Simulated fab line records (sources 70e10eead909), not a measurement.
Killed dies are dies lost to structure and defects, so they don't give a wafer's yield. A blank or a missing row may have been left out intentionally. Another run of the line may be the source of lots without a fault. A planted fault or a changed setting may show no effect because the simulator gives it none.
Which tool is to blame? ; flow nand-harc ; 36 wafers from 12 lots sampled at 6 of the route's 1159 steps

== WHAT THE GAUGES SHOWED, per wafer ==
NHARC_P_ZERO_WELL_CD_MEAS_37 targets a cd of 720 nm.
lot;measured;on;cd-nm (nm)
L478;day 1 16:10;cd-sem-03;721.4 718.9 721.0
L479;day 2 14:25;cd-sem-02;- - -
L491;day 4 22:17;cd-sem-01;720.0 722.5 720.5
L492;day 5 04:11;cd-sem-01;716.6 719.1 719.0
L493;day 5 10:01;cd-sem-01;714.8 716.2 719.1
L494;day 5 16:07;cd-sem-02;719.5 719.0 718.4
L496;day 6 04:08;cd-sem-03;721.6 719.8 719.3
L497;day 6 10:07;cd-sem-03;721.1 720.7 719.0
L498;day 6 16:00;cd-sem-03;720.7 721.2 720.3
L499;day 6 22:06;cd-sem-03;718.9 719.8 719.8
L500;day 7 04:01;cd-sem-03;716.1 718.1 720.6
L501;day 7 10:07;cd-sem-01;719.9 720.1 721.5

NHARC_P_ZERO_WELL_INSPECT_43.
lot;measured;on;raw-defect-count
L478;day 1 19:41;defect-inspect-01;4 6 6
L479;day 2 17:52;defect-inspect-01;8 17 20
L491;day 5 01:58;defect-inspect-02;14 16 20
L492;day 5 07:41;defect-inspect-01;12 10 5
L493;day 5 13:22;defect-inspect-02;30 23 18
L494;day 5 19:28;defect-inspect-01;8 13 20
L496;day 6 07:37;defect-inspect-02;13 12 26
L497;day 6 13:35;defect-inspect-02;16 32 26
L498;day 6 19:21;defect-inspect-01;14 16 17
L499;day 7 01:31;defect-inspect-02;27 15 8
L500;day 7 07:34;defect-inspect-02;13 8 5
L501;day 7 13:35;defect-inspect-01;7 4 5

NHARC_END_SORT_01.
lot;measured;on;killed-at-array;killed-at-other;killed-at-periphery;killed-dies;killed-open;killed-short
L479;day 21 00:12;prober-01;24 24 26;0 0 0;653 653 651;677 677 677;0 4 5;1 3 0

== WHAT TOOL EACH LOT RAN ON (gives the tool, then ch and the chambers of the sampled wafers, and finally the start) ==
lot;NHARC_P_ZERO_WELL_ETCH_65;NHARC_P_ZERO_WELL_ETCH_63;NHARC_P_ZERO_WELL_EXPOSE_34
L478;rie-diel-02 ch 0,1,3, day 1 13:25;rie-si-03 ch 1,2,3, day 1 13:38;krf-scanner-03 ch 0, day 1 16:00
L479;rie-diel-07 ch 0,3, day 1 19:31;rie-si-03 ch 0,3, day 1 19:43;krf-scanner-03 ch 0, day 2 14:16
L491;rie-diel-06 ch 1,2,3, day 4 19:32;rie-si-03 ch 0,1,3, day 4 19:43;krf-scanner-04 ch 0, day 4 22:08
L492;rie-diel-07 ch 0,2, day 5 01:31;rie-si-04 ch 0,1,3, day 5 01:42;krf-scanner-03 ch 0, day 5 04:02
L493;rie-diel-02 ch 1,2, day 5 07:22;rie-si-02 ch 0,1, day 5 07:33;krf-scanner-04 ch 0, day 5 09:52
L494;rie-diel-06 ch 0,1,2, day 5 13:29;rie-si-04 ch 0,1,2, day 5 13:40;krf-scanner-03 ch 0, day 5 15:58
L496;rie-diel-07 ch 0,2,3, day 6 01:31;rie-si-02 ch 0,1,2, day 6 01:40;krf-scanner-02 ch 0, day 6 03:58
L497;rie-diel-02 ch 1,2, day 6 07:29;rie-si-02 ch 0,1, day 6 07:40;krf-scanner-02 ch 0, day 6 09:58
L498;rie-diel-06 ch 0,1,2, day 6 13:22;rie-si-02 ch 1,2,3, day 6 13:34;krf-scanner-03 ch 0, day 6 15:51
L499;rie-diel-06 ch 0,1, day 6 19:29;rie-si-04 ch 0,1, day 6 19:40;krf-scanner-03 ch 0, day 6 21:57
L500;rie-diel-06 ch 1,2, day 7 01:29;rie-si-04 ch 0,1,3, day 7 01:41;krf-scanner-03 ch 0, day 7 03:51
L501;rie-diel-07 ch 0,1,3, day 7 07:29;rie-si-02 ch 0,1,3, day 7 07:38;krf-scanner-03 ch 0, day 7 09:57
- NHARC_P_ZERO_WELL_ETCH_65: etches the open film in N2/H2, target depth 80 nm, overetch 24 nm, time 87.88 s.
- NHARC_P_ZERO_WELL_ETCH_63: etches the open film in HBr/Cl2, target depth 120 nm, time 40.1 s.
- NHARC_P_ZERO_WELL_EXPOSE_34: exposes mask P PWELL, target cd 720 nm.

== AS READ BY THE TOOLS THEMSELVES (means over the sampled wafers that have a number; for cases with no such wafer, the mark the record gives instead) ==
NHARC_P_ZERO_WELL_ETCH_65.
lot;tool;drypump-motor-current-A (A);oes-product-au (a.u.);rf-vpp-V (V);showerhead-plenum-p-Torr (Torr);throttle-valve-pct (%)
L478;rie-diel-02;5.94;1.009;431.3;2.03;14.168
L479;rie-diel-07;6.09;1.013;430.4;2.07;14.173
L491;rie-diel-06;5.87;1.003;430.8;2.03;14.164
L492;rie-diel-07;5.99;0.997;432.4;2.10;14.175
L493;rie-diel-02;6.04;1.002;432.2;2.11;14.169
L494;rie-diel-06;5.98;0.997;430.8;2.04;14.169
L496;rie-diel-07;5.86;1.001;431.3;2.09;14.171
L497;rie-diel-02;6.04;1.009;431.3;2.06;14.175
L498;rie-diel-06;6.00;1.006;430.7;2.04;14.175
L499;rie-diel-06;5.98;0.995;429.4;2.04;14.170
L500;rie-diel-06;5.85;1.002;430.6;2.05;14.171
L501;rie-diel-07;5.75;1.004;432.0;2.10;14.169

NHARC_P_ZERO_WELL_ETCH_63.
lot;tool;drypump-motor-current-A (A);oes-product-au (a.u.);throttle-valve-pct (%)
L478;rie-si-03;6.3;1.002;26.406
L479;rie-si-03;6.3;0.989;26.398
L491;rie-si-03;6.2;0.996;26.404
L492;rie-si-04;5.6;1.000;26.398
L493;rie-si-02;5.5;1.002;26.404
L494;rie-si-04;5.6;1.011;26.410
L496;rie-si-02;5.8;0.997;26.411
L497;rie-si-02;5.5;1.002;26.402
L498;rie-si-02;6.0;0.998;26.403
L499;rie-si-04;5.4;0.997;26.405
L500;rie-si-04;5.5;0.994;26.408
L501;rie-si-02;5.9;1.004;26.412

== THE ANSWER, worked out from the rows above alone ==
Rule: what is usual is taken from the lots themselves. Put in order of their means at a reading, lots are off if they are a third of the lots or fewer, leave a main group of 4 or more, and stand apart from it by a gap of 3 or more times the standard deviation of the main group's means; of several such gaps the widest counts. The tables above print the reading to a certain number of digits; a main group whose means all agree to those digits is not used. Also off: a lot with no number at a reading for which 4 or more lots have one. The other lots that the step has rows for count as sound. First the gauges in route order, then the tools' own readings, where a lot's mean is used as printed above. The first step at which some lot is off is used, and at that step the reading that is off furthest; a lot without a number counts as furthest.
Off, at NHARC_P_ZERO_WELL_CD_MEAS_37 on cd-nm: L479. Without a number there: L479. The main group: mean 719.5 nm, standard deviation 1.3.
If a tool, at a process step before that reading, ran all the lots that are off and no sound lot after the first of them, it fits. Gauges at NHARC_P_ZERO_WELL_CD_MEAS_37: tried the same way as those tools. Of those tried, none fits.

== WHAT WAS PUT IN BY THE SIMULATOR ==
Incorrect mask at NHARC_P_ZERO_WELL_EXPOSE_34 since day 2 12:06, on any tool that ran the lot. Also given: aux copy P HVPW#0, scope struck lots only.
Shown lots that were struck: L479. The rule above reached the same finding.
